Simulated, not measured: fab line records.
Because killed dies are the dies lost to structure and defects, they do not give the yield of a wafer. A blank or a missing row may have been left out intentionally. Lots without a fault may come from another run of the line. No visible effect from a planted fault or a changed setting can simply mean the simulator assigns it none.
Comparing a struck lot with a sound one | flow nand_harc | 18 steps out of a route of 1159
Sound: wafers L878.1, L878.2, L878.3. Wafers L886.2, L886.4, L886.6 were the ones struck. The cause is named last.
For every step that has rows: the tool of each side, followed by ch and its chambers, followed by its first start. Under that, the readings that differ: sound wafers | struck wafers | difference of the means | sigmas: that difference in standard deviations of wafers without a fault.
alike: readings with means less than 2 such deviations apart, plus words and numbers identical on both sides. not compared: withheld readings, readings lacking a value on some wafer, bounds such as >300 that could conceal the same value, and numbers that have no deviation in the record and whose values overlap.
The two part at a step that has a row with sigmas, a row that says differs or no value, or rows on one side only. When numbers do not overlap yet have no deviation, they are printed without sigmas and do not part them. Lack of a reading on every wafer of one side parts them only where that side has two or more wafers.

first, 9 steps without rows for these wafers: NHARC_THIN_TSV_PVD_24 (deposits Al, target thk 800 nm); NHARC_THIN_TSV_DEHYDRATE_25 (time 120 s); NHARC_THIN_TSV_HMDS_26 (time 30 s); NHARC_THIN_TSV_COAT_27; NHARC_THIN_TSV_SOFTBAKE_28 (time 95 s); NHARC_THIN_TSV_EBR_29; NHARC_THIN_TSV_EXPOSE_30 (exposes mask PAD); NHARC_THIN_TSV_PEB_31 (peb time 85 s); NHARC_THIN_TSV_DEVELOP_32 (time 70 s).
NHARC_THIN_TSV_CD_MEAS_33: the cd target is 5000 nm.
  sound on cd_sem-01 ch 0, day 20 22:55; struck on cd_sem-03 ch 0, day 21 22:15
  alike: cd_nm
then, 1 step without rows for these wafers: NHARC_THIN_TSV_HARDBAKE_34 (time 80 s).
NHARC_THIN_TSV_DESCUM_35: chemistry O2, time 3 s.
  sound on rie_diel-01 ch 0,1,2, day 20 23:05; struck on rie_diel-07 ch 1,2, day 21 22:25
  reading                         | sound          | struck         | difference | sigmas
  showerhead_plenum_p_Torr (Torr) | 1.82 1.79 1.86 | 1.98 2.02 2.02 | +0.18      | +3
  alike: drypump_motor_current_A, oes_product_au, rf_vpp_V, throttle_valve_pct
  not compared: rf_hours_counter_h
NHARC_THIN_TSV_ETCH_59: etches the open film in Cl2/BCl3, target depth 880 nm, time 138.1 s.
  sound on rie_metal-01 ch 0,1, day 20 23:14; struck on rie_metal-01 ch 0,1, day 21 22:34
  reading               | sound             | struck            | difference | sigmas
  oes_product_au (a.u.) | 1.011 0.991 0.994 | 1.283 1.254 1.260 | +0.267     | +27
  alike: drypump_motor_current_A, mfc_cl2_sccm, throttle_valve_pct
  not compared: rf_hours_counter_h
NHARC_THIN_TSV_ETCH_36: etches the open film in Cl2/BCl3, target depth 65 nm, time 18.571 s.
  sound on rie_metal-01 ch 0,1, day 20 23:30; struck on rie_metal-01 ch 0,1, day 21 22:48
  alike: drypump_motor_current_A, oes_product_au
  not compared: rf_hours_counter_h
NHARC_THIN_TSV_STRIP_56: strips in O2.
  sound on plasma_asher-01 ch 0,1, day 20 23:37; struck on plasma_asher-02 ch 0,1, day 21 22:54
  alike: drypump_motor_current_A, heater_power_w, rf_refl_power_W
  not compared: rf_hours_counter_h
then, 1 step without rows for these wafers: NHARC_THIN_TSV_STRIP_57 (strips in post etch residue remover, time 1200 s).
NHARC_THIN_TSV_CD_MEAS_37:
  struck on cd_sem-02, day 21 23:42; sound on cd_sem-02, day 21 00:25
  reading    | sound          | struck         | difference | sigmas
  cd_nm (nm) | 5001 4999 5003 | 4992 4994 4995 | -7         | -2
then, 1 step without rows for these wafers: NHARC_THIN_TSV_ANNEAL_58 (time 1800 s).

== WHERE THEY PART ==
Earliest at NHARC_THIN_TSV_DESCUM_35; latest, in this record, at NHARC_THIN_TSV_CD_MEAS_37.

WHY: what had been put in by the simulator
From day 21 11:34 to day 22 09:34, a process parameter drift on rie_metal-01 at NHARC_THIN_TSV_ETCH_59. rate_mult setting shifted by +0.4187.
